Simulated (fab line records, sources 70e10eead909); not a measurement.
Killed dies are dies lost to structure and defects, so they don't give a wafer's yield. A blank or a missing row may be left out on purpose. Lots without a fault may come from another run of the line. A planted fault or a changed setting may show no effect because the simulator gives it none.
A struck lot beside a sound one | flow nand_harc | 15 steps out of a route of 1159
Sound: wafers L431.1, L431.2, L431.6. Struck: wafers L426.1, L426.4, L426.6. The cause comes at the end.
At each step with rows: each side's tool, then ch and its chambers, then its first start. Under that, the readings that differ: sound wafers | struck wafers | difference of the means | sigmas: that difference in standard deviations of wafers without a fault.
alike: readings whose means differ by less than 2 such deviations, and words and numbers that are the same on both sides. not compared: withheld readings, readings that some wafer has no value for, bounds like >300 that may hide the same value, and numbers for which the record gives no deviation and whose values overlap.
The two part at a step that has a row with sigmas, a row that says differs or no value, or rows on one side only. Numbers that don't overlap but have no deviation are shown without sigmas and don't part them. A reading that every wafer of one side lacks parts them only if that side has two wafers or more.

first, 7 steps without rows for these wafers: NHARC_P_BONDPAD_COAT_36 (time 65 s); NHARC_P_BONDPAD_COAT_03 (resist thk 600 nm); NHARC_P_BONDPAD_SOFTBAKE_04 (time 70 s); NHARC_P_BONDPAD_EBR_05; NHARC_P_BONDPAD_EXPOSE_06 (exposes mask P BPAD); NHARC_P_BONDPAD_PEB_07 (peb time 80 s); NHARC_P_BONDPAD_DEVELOP_08 (time 50 s).
NHARC_P_BONDPAD_CD_MEAS_09: target cd 500 nm.
  sound on cd_sem-03 ch 0, day 10 11:34; struck on cd_sem-03 ch 0, day 9 14:07
  alike: cd_nm
NHARC_P_BONDPAD_OVL_MEAS_38:
  sound on overlay-02, day 10 11:40; struck on overlay-01, day 9 14:12
  reading           | sound | struck   | difference | sigmas
  overlay_y_nm (nm) | 8 8 8 | -7 -6 -6 | -14        | -2
  alike: overlay_x_nm
then, 1 step without rows for these wafers: NHARC_P_BONDPAD_HARDBAKE_10 (time 65 s).
NHARC_P_BONDPAD_DESCUM_11: chemistry O2, time 3 s.
  sound on rie_diel-05 ch 0,1, day 10 11:47; struck on rie_diel-05 ch 0,3, day 9 14:20
  alike: drypump_motor_current_A, oes_product_au, rf_vpp_V, showerhead_plenum_p_Torr, throttle_valve_pct
  not compared: rf_hours_counter_h
NHARC_P_BONDPAD_ETCH_37: etches the open film in N2/H2, target depth 60 nm, overetch 18 nm, time 65.91 s.
  sound on rie_diel-05 ch 0,1,2, day 10 11:53; struck on rie_diel-05 ch 0,1,3, day 9 14:26
  alike: bias_w, chamber_pressure_mTorr, drypump_motor_current_A, oes_product_au, rf_vpp_V, showerhead_plenum_p_Torr, throttle_valve_pct
  not compared: rf_hours_counter_h
NHARC_P_BONDPAD_ETCH_12: etches the open film in CHF3/O2, target depth 200 nm, time 100 s.
  sound on rie_diel-05 ch 0,1,2, day 10 11:59; struck on rie_diel-05 ch 0,1,3, day 9 14:37
  no value came back on the struck wafers for any of 7 readings (bias_w (W), chamber_pressure_mTorr (mTorr) and others); on the sound wafers bias_w (W) reads 200.7 200.0 200.2
  not compared: rf_hours_counter_h
NHARC_P_BONDPAD_CD_MEAS_13:
  sound on cd_sem-01, day 10 12:07; struck on cd_sem-02, day 9 14:45
  alike: cd_nm
-- the record jumps here: 13 days lie between the struck wafers' starts before and after (it left off in module P_BONDPAD and takes up again in module END, whose first step shown is number 1159 of the route) --
NHARC_END_SORT_01:
  the record has rows for the struck wafers here (prober-02 ch 0, day 22 05:59) and none for the sound ones

WHERE THEY PART
First at NHARC_P_BONDPAD_OVL_MEAS_38; last, within this record, at NHARC_END_SORT_01.

WHY: what the simulator had put in
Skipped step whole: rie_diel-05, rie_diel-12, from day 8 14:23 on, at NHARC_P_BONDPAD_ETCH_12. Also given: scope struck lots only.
